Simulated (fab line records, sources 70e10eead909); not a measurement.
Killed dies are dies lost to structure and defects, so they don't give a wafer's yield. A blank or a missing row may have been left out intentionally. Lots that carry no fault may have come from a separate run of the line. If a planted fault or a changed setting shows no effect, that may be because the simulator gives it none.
Matching of chambers -- flow nand_harc -- NHARC_A_BONDPAD_STRIP_15 on rie_diel-10: 4 sister chambers
The step strips in O2. 4 wafers are shown with their chamber, then 8 later ones without.

## EACH WAFER AND ITS CHAMBER
wafer,chamber,showerhead_plenum_p_Torr (Torr)
L081.2,0,3.70
L081.3,3,3.73
L081.4,1,3.50
L084.3,2,3.62

## WAFERS WHOSE CHAMBER IS MISSING
wafer,showerhead_plenum_p_Torr (Torr)
L084.5,3.62
L084.6,3.50
L085.1,3.50
L085.4,3.73
L085.6,3.50
L097.1,3.69
L097.3,3.72
L097.5,3.69

## CHAMBER TAKEN BY EACH
wafer,from the rows above,in truth
L084.5,2,2
L084.6,1,1
L085.1,1,1
L085.4,3,3
L085.6,1,1
L097.1,0,0
L097.3,can't be placed: 3 or 0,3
L097.5,0,0
Correctly placed: 7 of 8. Can't be placed from these rows: 1 (the true chamber is among the candidates in 1). Number placed wrongly: 0.
How it was worked out, from the rows above alone: a wafer's distance from a chamber is the root of the sum, over the readings, of the square of ((its reading less the chamber's mean) divided by the reading's scatter). The wafer belongs to the nearest chamber; if the next one is less than 2 further off, it can't be placed. The mean given for a chamber averages the wafers shown for that chamber. The scatter: with one shown wafer a chamber, the root of the mean of the squares of how far each hidden wafer lies from its nearest shown one.
